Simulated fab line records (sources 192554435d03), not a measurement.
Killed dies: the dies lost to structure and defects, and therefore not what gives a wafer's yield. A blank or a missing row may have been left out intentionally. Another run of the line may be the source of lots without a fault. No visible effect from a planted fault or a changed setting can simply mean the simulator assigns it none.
A struck lot beside a sound one	flow n5_finfet	18 steps out of a route of 1938
Sound: wafers L798.1, L798.4, L798.5. Struck: wafers L790.3, L790.4, L790.6. Last of all comes the cause.
Order at every step that has rows: each side's tool, ch and its chambers, its first start. Under that, the readings that differ: sound wafers	struck wafers	difference of the means	sigmas: that difference in standard deviations of wafers without a fault.
alike: words and numbers the same on both sides, and readings whose means are apart by under 2 such deviations; not compared: readings that were withheld, readings missing a value for some wafer, numbers with overlapping values and no deviation given by the record, and bounds like >300 which may hide the same value.
The two part at a step that has a row with sigmas, a row that says differs or no value, or rows on one side only. Numbers that don't overlap but have no deviation are shown without sigmas and don't part them. A reading missing from all wafers of one side parts the sides only when that side holds two or more wafers.

first, 9 steps without rows for these wafers: N5_FIN_CUT_COAT_02 (resist thk 30 nm); N5_FIN_CUT_EBR_04; N5_FIN_CUT_SOFTBAKE_03 (time 60 s); N5_FIN_CUT_EXPOSE_05 (exposes mask FIN CUT); N5_FIN_CUT_PEB_06 (peb time 60 s); N5_FIN_CUT_DEVELOP_07 (develop time 30 s); N5_FIN_CUT_DESCUM_13 (chemistry O2, time 7 s); N5_FIN_CUT_ETCH_30 (etches underlayer in N2/H2, target depth 13 nm, time 10.4 s); N5_FIN_CUT_ETCH_20 (etches SiARC in CF4, target depth 26 nm, time 43.3 s).
N5_FIN_CUT_ETCH_21: etches SOC in N2/H2, target depth 219 nm, overetch 43.8 nm, time 523.5 s.
  sound on rie_diel-02 ch 0,1,3, day 7 21:34; struck on rie_diel-06 ch 0,2, day 5 22:23
  no value came back on the struck wafers for any of 8 readings (bias_w (W), chamber_pressure_mTorr (mTorr) and others); on the sound wafers bias_w (W) reads 60.99 61.09 61.09
reading	sound	struck	difference	sigmas
model.underlayer_of_FIN_CUT_COAT_29.thk_nm (nm)	0 0 0	9.2 9.2 9.2	+9.2	
model.SiARC_of_FIN_CUT_COAT_19.thk_nm (nm)	11.8 11.4 11.4	20 20 20	+8	
  not compared: rf_hours_counter_h
then, 4 steps without rows for these wafers: N5_FIN_CUT_STRIP_23 (strips in N2/H2); N5_FIN_CUT_STRIP_31 (strips in N2/H2); N5_FIN_CUT_STRIP_24 (strips in CF4); N5_FIN_CUT_CUT_ETCH_26 (etches SiNx in CH3F/O2, target depth 39 nm, time 55.7 s).
N5_FIN_CUT_CUT_ETCH_27: etches SiO2 in CHF3/O2, target depth 4 nm, overetch 2 nm, time 4.9 s.
  sound on rie_diel-02 ch 0,1,3, day 7 21:57; struck on rie_diel-06 ch 0,2, day 5 22:47
reading	sound	struck	difference	sigmas
oes_product_au (a.u.)	0.69 0.66 0.60	0.26 0.29 0.27	-0.38	-8
  alike: CHF3_flow_sccm, O2_flow_sccm, drypump_motor_current_A, rf_fwd_power_W, rf_vpp_V, showerhead_plenum_p_Torr, throttle_valve_pct
  not compared: rf_hours_counter_h
then, 1 step without rows for these wafers: N5_FIN_CUT_PRECLEAN_35 (cleans in vHF, time 13.3 s).
N5_BEOL_M4_RC_MEAS_101:
  the record has rows for the sound wafers here (prober-02 ch 0, day 17 18:16) and none for the struck ones
-- the record jumps here: 14 days lie between the struck wafers' starts before and after (it left off in module BEOL_M4 and takes up again in module PASSIVATION, whose first step shown is number 1936 of the route) --
N5_PASSIVATION_PROBE_49:
  the record has rows for the struck wafers here (prober-01, day 19 18:29) and none for the sound ones

WHERE THEY PART
Earliest at N5_FIN_CUT_ETCH_21; latest, in this record, at N5_PASSIVATION_PROBE_49.

WHY: what had been put in by the simulator
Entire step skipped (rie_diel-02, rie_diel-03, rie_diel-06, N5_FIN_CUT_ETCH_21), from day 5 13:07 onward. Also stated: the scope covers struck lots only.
